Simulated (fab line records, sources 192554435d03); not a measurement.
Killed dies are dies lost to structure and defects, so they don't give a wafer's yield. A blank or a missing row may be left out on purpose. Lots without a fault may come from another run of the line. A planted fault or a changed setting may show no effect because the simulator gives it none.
One fault seen from 2 desks | flow n5_finfet | each desk has only its own numbers; what lay behind them comes last

THE DEFECT DESK
What the inspections along the route counted, lot by lot: means of the sampled wafers that have a number. A lot is out of limits, marked OUT, if its mean lies more than 4 standard deviations from the usual mean; the brackets give that distance.
Columns: A = raw_defect_count at N5_PMOS_HMC_CHANNEL_EPI_INSPECT_30, usual 18; B = raw_defect_count at N5_FIN_SAQP_INSPECT_18, usual 438; C = raw_defect_count at N5_FIN_SAQP_INSPECT_40, usual 226
lot  | first seen here | A                      | B               | C
L435 | day 2 03:02     | 21                     | 410             | 188
L445 | day 4 14:50     | 16                     | 398             | 189
L446 | day 4 20:40     | 12                     | 630             | 234
L447 | day 5 02:39     | 1008 (+99 or more) OUT | 1402 (+7.4) OUT | 1228 (+15) OUT
L448 | day 5 08:52     | 983 (+99 or more) OUT  | 1375 (+7.2) OUT | 1230 (+15) OUT
L454 | day 6 22:10     | 18                     | 350             | 177
L455 | day 7 04:00     | 11                     | 307             | 139
L457 | day 7 16:40     | 31                     | 426             | 282
This desk's finding: out of limits on L447, L448; first on L447, day 5 02:39 (raw_defect_count at N5_PMOS_HMC_CHANNEL_EPI_INSPECT_30). In limits: L435, L445, L446, L454, L455, L457.

THE METROLOGY DESK
What the gauges read, lot by lot, whatever tool the lot ran on: means of the sampled wafers that have a number. A lot is out of limits, marked OUT, if its mean lies more than 4 standard deviations from the usual mean; the brackets give that distance. Of its 11 readings 7 are shown: those that lie furthest out on some lot.
Columns: A = thk_nm at N5_FIN_SAQP_THK_MEAS_05, usual 38.2 nm; B = DIBL_P at N5_BEOL_M4_RC_MEAS_101, usual 36.3 mV/V; C = IOFF_N at N5_BEOL_M4_RC_MEAS_101, usual 0.153 nA/um; D = ION_N at N5_BEOL_M4_RC_MEAS_101, usual 672 uA/um; E = ION_P at N5_BEOL_M4_RC_MEAS_101, usual 462 uA/um; F = SS_N at N5_BEOL_M4_RC_MEAS_101, usual 71.5 mV/dec; G = VT_N at N5_BEOL_M4_RC_MEAS_101, usual 250.4 mV
lot  | first seen here | A    | B    | C     | D   | E   | F    | G
L435 | day 2 03:40     | 37.8 | 36.8 | 0.172 | 678 | 460 | 71.7 | 250.7
L445 | day 4 15:34     | 38.0 | 34.1 | 0.126 | 658 | 459 | 70.9 | 254.4
L446 | day 4 23:31     | 38.2 | 34.0 | 0.138 | 665 | 453 | 71.4 | 253.8
L447 | day 5 04:19     | 38.0 | 35.9 | 0.136 | 659 | 452 | 71.4 | 252.0
L448 | day 5 09:31     | 38.1 | 37.0 | 0.183 | 676 | 465 | 72.1 | 245.2
L454 | day 6 22:53     | 37.9 | 36.6 | 0.147 | 676 | 465 | 71.4 | 251.0
L455 | day 7 04:38     | 37.6 | 37.8 | 0.175 | 687 | 467 | 71.5 | 248.2
L457 | day 7 17:17     | 38.7 | 35.0 | 0.138 | 680 | 468 | 70.7 | 249.9
This desk's finding: nothing out of limits on any of the 8 lots.

PUT TOGETHER
The defect desk could have raised an alarm at day 5 02:39, on L447, L448.
The metrology desk saw nothing out of limits.
The metrology desk has L447, L448 on record, within its limits.
Of the lots named, all ran N5_PMOS_HMC_CHANNEL_EPI_PRECLEAN_24 on wet_bench-06.

WHAT THE SIMULATOR HAD PUT IN
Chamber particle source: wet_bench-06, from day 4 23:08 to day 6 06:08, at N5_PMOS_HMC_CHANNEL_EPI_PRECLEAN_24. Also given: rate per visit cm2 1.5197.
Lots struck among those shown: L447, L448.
Hours from the fault's start to each desk's first reading out of limits: the defect desk, 4.
